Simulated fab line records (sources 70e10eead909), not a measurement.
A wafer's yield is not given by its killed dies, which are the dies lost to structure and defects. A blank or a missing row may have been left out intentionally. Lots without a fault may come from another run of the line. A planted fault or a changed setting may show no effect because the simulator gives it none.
A sampling plan put to the test ; flow nand-harc ; 43 faults told of in these records, all on one fab line, each judged by the records of the lots it struck
What counts as the plan is the set of the line's own looks, namely the steps on the route at which a gauge or an inspection reads a wafer and does not change it. Where struck wafers have a number at a look and the file lists that look's usual mean and standard deviation on fault-free wafers, the look can be judged. Caught: a look later than the fault's first step finds the struck wafers' mean 4 or more of those standard deviations (sigma) from the usual mean. On the tool: the test repeated on the tool's own readings taken at the fault's steps. If the struck wafers alone have a blank record, or they carry another recipe, that too counts as caught.

## THE FAULTS, as the simulator had put them in
1. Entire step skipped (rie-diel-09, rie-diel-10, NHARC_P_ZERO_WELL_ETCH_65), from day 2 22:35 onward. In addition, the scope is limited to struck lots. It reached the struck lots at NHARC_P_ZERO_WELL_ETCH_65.
2. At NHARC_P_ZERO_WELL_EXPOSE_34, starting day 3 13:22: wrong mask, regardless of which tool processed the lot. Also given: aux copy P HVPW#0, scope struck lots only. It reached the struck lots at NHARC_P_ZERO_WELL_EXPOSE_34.
3. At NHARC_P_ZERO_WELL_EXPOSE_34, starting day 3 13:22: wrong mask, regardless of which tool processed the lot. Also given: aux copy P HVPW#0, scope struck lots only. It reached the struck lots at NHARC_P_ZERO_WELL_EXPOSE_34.
4. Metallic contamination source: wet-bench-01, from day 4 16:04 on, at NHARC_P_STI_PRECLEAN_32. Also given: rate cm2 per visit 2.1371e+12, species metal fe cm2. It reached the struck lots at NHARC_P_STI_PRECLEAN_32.
5. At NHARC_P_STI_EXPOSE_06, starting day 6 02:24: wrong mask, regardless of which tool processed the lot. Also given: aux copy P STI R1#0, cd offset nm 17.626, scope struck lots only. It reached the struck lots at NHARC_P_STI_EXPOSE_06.
6. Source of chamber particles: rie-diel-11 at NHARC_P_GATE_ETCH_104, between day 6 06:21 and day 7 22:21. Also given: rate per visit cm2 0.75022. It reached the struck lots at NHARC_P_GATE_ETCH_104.
7. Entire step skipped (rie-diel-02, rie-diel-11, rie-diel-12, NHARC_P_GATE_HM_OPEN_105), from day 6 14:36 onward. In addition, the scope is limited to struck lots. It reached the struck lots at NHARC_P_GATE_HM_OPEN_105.
8. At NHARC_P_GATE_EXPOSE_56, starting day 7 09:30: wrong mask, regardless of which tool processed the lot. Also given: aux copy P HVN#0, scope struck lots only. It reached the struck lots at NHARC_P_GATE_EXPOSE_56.
9. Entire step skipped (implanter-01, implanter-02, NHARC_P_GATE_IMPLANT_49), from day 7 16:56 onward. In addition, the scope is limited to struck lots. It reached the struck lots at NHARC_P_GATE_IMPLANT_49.
10. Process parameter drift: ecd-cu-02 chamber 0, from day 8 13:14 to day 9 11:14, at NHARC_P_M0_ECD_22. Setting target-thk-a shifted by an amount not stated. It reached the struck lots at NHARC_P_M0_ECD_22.
11. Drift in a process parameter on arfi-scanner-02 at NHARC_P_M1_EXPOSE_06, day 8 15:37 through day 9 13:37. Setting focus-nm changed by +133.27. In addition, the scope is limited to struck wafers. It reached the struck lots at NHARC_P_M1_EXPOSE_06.
12. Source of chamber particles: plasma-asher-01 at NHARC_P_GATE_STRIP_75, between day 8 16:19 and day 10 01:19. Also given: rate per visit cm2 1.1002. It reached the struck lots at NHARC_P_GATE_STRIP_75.
13. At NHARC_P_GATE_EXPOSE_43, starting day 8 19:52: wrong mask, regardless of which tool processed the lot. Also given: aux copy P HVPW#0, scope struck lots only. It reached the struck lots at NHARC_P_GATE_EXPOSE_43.
14. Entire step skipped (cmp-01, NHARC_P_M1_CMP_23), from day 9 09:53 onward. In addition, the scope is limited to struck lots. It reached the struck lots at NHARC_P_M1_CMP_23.
15. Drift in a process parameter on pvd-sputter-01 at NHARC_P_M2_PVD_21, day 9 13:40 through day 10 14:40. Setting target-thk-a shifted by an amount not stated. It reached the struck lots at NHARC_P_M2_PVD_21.
16. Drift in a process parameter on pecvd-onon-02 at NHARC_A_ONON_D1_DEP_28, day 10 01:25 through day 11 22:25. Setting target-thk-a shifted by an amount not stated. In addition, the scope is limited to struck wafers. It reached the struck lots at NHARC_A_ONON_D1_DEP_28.
17. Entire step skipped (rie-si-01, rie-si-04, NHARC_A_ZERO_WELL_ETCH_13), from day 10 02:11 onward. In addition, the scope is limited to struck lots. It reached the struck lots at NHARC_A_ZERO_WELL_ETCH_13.
18. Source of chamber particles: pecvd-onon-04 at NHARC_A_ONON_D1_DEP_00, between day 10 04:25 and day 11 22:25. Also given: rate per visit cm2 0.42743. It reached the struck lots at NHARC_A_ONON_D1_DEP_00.
19. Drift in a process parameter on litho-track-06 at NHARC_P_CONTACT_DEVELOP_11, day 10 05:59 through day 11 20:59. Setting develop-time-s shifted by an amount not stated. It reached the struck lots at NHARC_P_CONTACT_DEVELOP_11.
20. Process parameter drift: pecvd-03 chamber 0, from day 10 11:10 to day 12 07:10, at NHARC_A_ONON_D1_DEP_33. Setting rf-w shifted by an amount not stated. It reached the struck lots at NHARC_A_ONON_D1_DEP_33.
21. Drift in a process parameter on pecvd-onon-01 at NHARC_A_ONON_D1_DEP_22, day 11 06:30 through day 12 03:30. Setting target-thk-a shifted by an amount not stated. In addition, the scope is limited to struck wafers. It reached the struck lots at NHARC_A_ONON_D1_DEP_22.
22. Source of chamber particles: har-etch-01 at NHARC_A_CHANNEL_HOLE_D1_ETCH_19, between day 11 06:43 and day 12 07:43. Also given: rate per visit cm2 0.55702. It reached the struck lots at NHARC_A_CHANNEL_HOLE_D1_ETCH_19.
23. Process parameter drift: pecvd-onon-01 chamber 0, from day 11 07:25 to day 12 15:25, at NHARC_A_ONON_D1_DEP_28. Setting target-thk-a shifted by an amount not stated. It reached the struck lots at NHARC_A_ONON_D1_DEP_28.
24. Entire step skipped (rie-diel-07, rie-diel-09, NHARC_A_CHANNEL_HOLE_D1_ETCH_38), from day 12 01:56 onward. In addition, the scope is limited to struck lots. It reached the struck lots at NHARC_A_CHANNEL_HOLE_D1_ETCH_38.
25. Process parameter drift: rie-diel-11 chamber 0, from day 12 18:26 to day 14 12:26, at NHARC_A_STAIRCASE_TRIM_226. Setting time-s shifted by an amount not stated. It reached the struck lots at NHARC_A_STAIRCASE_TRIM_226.
26. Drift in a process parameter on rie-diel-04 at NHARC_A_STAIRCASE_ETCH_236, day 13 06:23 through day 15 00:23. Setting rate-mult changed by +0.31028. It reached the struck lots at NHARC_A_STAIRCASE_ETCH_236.
27. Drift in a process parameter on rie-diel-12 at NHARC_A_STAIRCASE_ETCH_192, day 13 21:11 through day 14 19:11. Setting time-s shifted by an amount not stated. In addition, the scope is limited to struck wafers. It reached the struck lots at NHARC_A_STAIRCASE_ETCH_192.
28. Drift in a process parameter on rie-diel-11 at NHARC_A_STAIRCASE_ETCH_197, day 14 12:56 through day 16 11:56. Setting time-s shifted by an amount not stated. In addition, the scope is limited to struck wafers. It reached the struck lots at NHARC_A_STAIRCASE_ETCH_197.
29. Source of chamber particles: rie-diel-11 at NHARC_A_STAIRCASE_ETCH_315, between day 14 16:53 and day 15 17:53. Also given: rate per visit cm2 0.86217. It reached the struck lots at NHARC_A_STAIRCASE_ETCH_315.
30. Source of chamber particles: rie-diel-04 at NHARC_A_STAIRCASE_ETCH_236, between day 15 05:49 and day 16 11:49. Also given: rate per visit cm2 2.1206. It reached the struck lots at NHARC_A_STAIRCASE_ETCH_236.
31. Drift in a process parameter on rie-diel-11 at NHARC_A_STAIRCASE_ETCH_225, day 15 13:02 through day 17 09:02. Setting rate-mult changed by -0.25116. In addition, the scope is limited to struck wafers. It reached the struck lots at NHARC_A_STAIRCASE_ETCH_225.
32. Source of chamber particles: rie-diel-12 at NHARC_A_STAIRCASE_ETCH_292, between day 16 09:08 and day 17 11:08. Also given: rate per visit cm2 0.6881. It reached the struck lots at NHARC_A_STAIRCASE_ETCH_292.
33. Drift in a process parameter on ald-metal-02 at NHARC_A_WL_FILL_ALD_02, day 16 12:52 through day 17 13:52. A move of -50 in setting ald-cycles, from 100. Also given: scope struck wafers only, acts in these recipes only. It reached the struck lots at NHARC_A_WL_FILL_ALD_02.
34. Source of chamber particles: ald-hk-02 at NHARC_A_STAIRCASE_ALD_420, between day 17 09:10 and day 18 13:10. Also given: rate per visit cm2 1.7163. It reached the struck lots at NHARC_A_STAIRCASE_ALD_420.
35. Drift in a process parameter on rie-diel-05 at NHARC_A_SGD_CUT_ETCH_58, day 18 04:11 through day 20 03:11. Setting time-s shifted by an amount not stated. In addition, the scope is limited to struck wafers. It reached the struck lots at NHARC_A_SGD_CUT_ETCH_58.
36. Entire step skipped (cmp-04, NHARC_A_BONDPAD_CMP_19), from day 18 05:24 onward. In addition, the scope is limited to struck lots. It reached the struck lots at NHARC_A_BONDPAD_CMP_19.
37. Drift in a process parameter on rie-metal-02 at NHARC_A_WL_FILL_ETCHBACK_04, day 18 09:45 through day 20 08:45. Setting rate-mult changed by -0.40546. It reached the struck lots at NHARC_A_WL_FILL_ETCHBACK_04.
38. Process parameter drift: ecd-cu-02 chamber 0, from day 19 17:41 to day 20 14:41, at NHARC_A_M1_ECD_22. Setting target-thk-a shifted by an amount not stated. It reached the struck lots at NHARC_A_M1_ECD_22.
39. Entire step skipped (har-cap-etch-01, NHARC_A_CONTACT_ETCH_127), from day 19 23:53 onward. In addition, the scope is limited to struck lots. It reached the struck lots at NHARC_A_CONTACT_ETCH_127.
40. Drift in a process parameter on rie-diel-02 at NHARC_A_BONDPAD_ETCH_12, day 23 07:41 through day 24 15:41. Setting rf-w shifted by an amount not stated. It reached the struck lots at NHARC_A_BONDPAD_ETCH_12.
41. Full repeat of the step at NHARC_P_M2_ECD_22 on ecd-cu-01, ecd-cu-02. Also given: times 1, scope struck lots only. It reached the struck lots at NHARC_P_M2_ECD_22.
42. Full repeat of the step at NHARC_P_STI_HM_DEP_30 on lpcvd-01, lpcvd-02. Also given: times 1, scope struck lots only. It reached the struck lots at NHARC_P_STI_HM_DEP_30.
43. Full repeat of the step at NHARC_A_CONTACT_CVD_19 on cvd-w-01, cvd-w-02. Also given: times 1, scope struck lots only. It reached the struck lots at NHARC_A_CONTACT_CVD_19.

## WHAT THE PLAN SAW
fault;on the tool itself;first look that catches it;reading, sigma;median hours from its first step to that look;hours from the fault's start to the first struck lot there;judged looks passed uncaught
1;the tool's record is blank for the struck wafers;NHARC_END_SORT_01;killed-at-periphery +99 or beyond;433.8;438;1
2;under 2 sigma;NHARC_END_SORT_01;killed-at-periphery +99 or beyond;431.2;433;0
3;no reading that can be judged;NHARC_END_SORT_01;killed-at-periphery +99 or beyond;431.2;433;0
4;under 2 sigma;NHARC_END_WLT_00;VT_DECK1_MEDIAN_NEAR_BOTTOM_INNER +18;407.9;402;1
5;under 2 sigma;NHARC_P_STI_CD_MEAS_09;cd-nm +12;0.1;3;0
6;under 2 sigma;NHARC_P_GATE_INSPECT_68;raw-defect-count +4.9;18.1;20;0
7;the tool's record is blank for the struck wafers;NHARC_END_SORT_01;killed-at-periphery +99 or beyond;354.5;359;0
8;under 2 sigma;NHARC_END_SORT_01;killed-at-periphery +99 or beyond;341.7;341;0
9;the tool's record is blank for the struck wafers;NHARC_END_SORT_01;killed-at-periphery +99 or beyond;330.8;340;0
10;no reading that can be judged;NHARC_END_SORT_01;killed-at-periphery +4.4;311.4;330;1
11;under 2 sigma;NHARC_P_M1_CD_MEAS_09;cd-nm +26;0.1;11;0
12;under 2 sigma;NHARC_P_GATE_INSPECT_68;raw-defect-count +8.5;6.5;7;0
13;no reading that can be judged;NHARC_END_SORT_01;killed-at-periphery +99 or beyond;329.5;333;0
14;the tool's record is blank for the struck wafers;NHARC_P_M1_THK_MEAS_24;thk-nm +99 or beyond;0.3;5;0
15;under 2 sigma;NHARC_END_SORT_01;killed-at-periphery +99 or beyond;303.2;306;0
16;no reading that can be judged;NHARC_A_ONON_D1_THK_MEAS_30;thk-nm -33;0.5;8;0
17;the tool's record is blank for the struck wafers;NHARC_END_SORT_01;killed-at-array +58;293.9;293;0
18;under 2 sigma;NHARC_END_SORT_01;killed-dies +4.3;271.2;280;0
19;under 2 sigma;none of the 4 looks that can be judged after it;-;-;-;4
20;rf-fwd-power-W -99 or beyond sigma;NHARC_A_ONON_D1_THK_MEAS_34;thk-nm -9.1;0.4;17;0
21;under 2 sigma;NHARC_A_ONON_D1_THK_MEAS_24;thk-nm -27;0.5;5;0
22;under 2 sigma;NHARC_A_CHANNEL_HOLE_D1_INSPECT_40;raw-defect-count +27;5.7;19;0
23;no reading that can be judged;NHARC_A_ONON_D1_THK_MEAS_30;thk-nm +49;0.5;5;0
24;the tool's record is blank for the struck wafers;NHARC_END_SORT_01;killed-at-array +58;258.7;255;0
25;run-length-s -99 or beyond sigma;NHARC_END_SORT_01;killed-at-array +58;205.4;205;0
26;oes-product-au +18 sigma;NHARC_END_SORT_01;killed-at-array +58;187.6;199;0
27;run-length-s -30 sigma;NHARC_END_SORT_01;killed-dies +58;191.3;202;0
28;run-length-s -26 sigma;NHARC_END_SORT_01;killed-at-array +53;204.8;198;0
29;under 2 sigma;NHARC_END_SORT_01;killed-at-array +6.3;174.0;182;0
30;under 2 sigma;NHARC_END_SORT_01;killed-at-array +7.7;190.9;192;1
31;oes-product-au -15 sigma;NHARC_END_SORT_01;killed-dies +36;211.2;216;0
32;under 2 sigma;NHARC_END_SORT_01;killed-at-array +7.3;195.0;201;0
33;under 2 sigma;NHARC_END_SORT_01;killed-dies +58;106.9;121;0
34;under 2 sigma;NHARC_END_SORT_01;killed-at-array +7.9;171.6;179;0
35;run-length-s -60 sigma;NHARC_END_SORT_01;killed-at-array +58;142.3;154;0
36;the tool's record is blank for the struck wafers;NHARC_A_BONDPAD_THK_MEAS_20;thk-nm +99 or beyond;0.3;1;0
37;oes-product-au -34 sigma;NHARC_END_SORT_01;killed-at-array +58;101.5;103;0
38;no reading that can be judged;no look after it can be judged;-;-;-;0
39;the tool's record is blank for the struck wafers;NHARC_END_SORT_01;killed-at-array +58;64.5;64;0
40;rf-fwd-power-W -99 or beyond sigma;NHARC_END_SORT_01;sort_bin_2_pct +99 or beyond;33.0;37;0
41;no reading that can be judged;not the one look that can be judged after it;-;-;-;1
42;no reading that can be judged;NHARC_END_SORT_01;killed-at-periphery +99 or beyond;418.7;-;0
43;under 2 sigma;not the one look that can be judged after it;-;-;-;1
A dash: this means the fault isn't caught or the number doesn't appear in these records.

Caught at a look: 39 of 43. Caught on the tool: 17 of 43. By one or the other: 39 of 43.
Caught at a look alone: faults 2, 3, 4, 5, 6, 8, 10, 11, 12, 13, 15, 16, 18, 21, 22, 23, 29, 30, 32, 33, 34, 42.
Caught by neither: faults 19, 38, 41, 43.

## THINNER SAMPLING
If the look that catches a fault measured only every second or every third lot, by lot number, the first struck lot would be measured this late in the worst case:
fault;struck lots at that look, in order of time;every lot;every second lot;every third lot
1;L258, L259, L260;438 h;441 h;448 h
2;L607;433 h;may miss it;may miss it
3;L597;433 h;may miss it;may miss it
4;L460, L461;402 h;429 h;may miss all 2
5;L823;3 h;may miss it;may miss it
6;L232, L234;20 h;may miss all 2;may miss all 2
7;L196, L195, L198;359 h;360 h;may miss all 3
8;L709;341 h;may miss it;may miss it
9;L384, L385;340 h;350 h;may miss all 2
10;L241;330 h;may miss it;may miss it
11;L895, L897;11 h;may miss all 2;may miss all 2
12;L479, L476;7 h;9 h;may miss all 2
13;L398;333 h;may miss it;may miss it
14;L115, L116;5 h;6 h;may miss all 2
15;L658, L655;306 h;315 h;may miss all 2
16;L205, L206;8 h;45 h;may miss all 2
17;L864, L861, L866;293 h;302 h;may miss all 3
18;L845, L844;280 h;300 h;may miss all 2
20;L528;17 h;may miss it;may miss it
21;L635;5 h;may miss it;may miss it
22;L358, L360;19 h;may miss all 2;may miss all 2
23;L746, L748;5 h;may miss all 2;may miss all 2
24;L755, L754;255 h;261 h;may miss all 2
25;L568, L567;205 h;206 h;may miss all 2
26;L555, L556;199 h;226 h;may miss all 2
27;L645, L642;202 h;211 h;may miss all 2
28;L725, L728;198 h;250 h;may miss all 2
29;L937, L940;182 h;192 h;may miss all 2
30;L288, L289;192 h;207 h;may miss all 2
31;L714, L713;216 h;224 h;may miss all 2
32;L244, L249;201 h;210 h;may miss all 2
33;L842, L841;121 h;122 h;may miss all 2
34;L616, L617;179 h;186 h;may miss all 2
35;L624, L622, L625;154 h;160 h;may miss all 3
36;L820, L822;1 h;may miss all 2;may miss all 2
37;L733, L732, L734;103 h;109 h;116 h
39;L823, L827;64 h;may miss all 2;may miss all 2
40;L566, L567;37 h;44 h;may miss all 2
Hours count from the start of the fault until the first struck lot that is measured. 4 sigma limit: tested on the pooled struck wafers, so a lone lot may be under it. Other struck lots may not be in these records.

## THE LONGEST TIMED WAY FROM STEP TO LOOK
For fault 1, NHARC_P_ZERO_WELL_ETCH_65 and NHARC_END_SORT_01 are separated by a median of 433.8 hours. The look between them that can be judged stayed within 4 sigma: NHARC_P_ZERO_WELL_CD_MEAS_24.
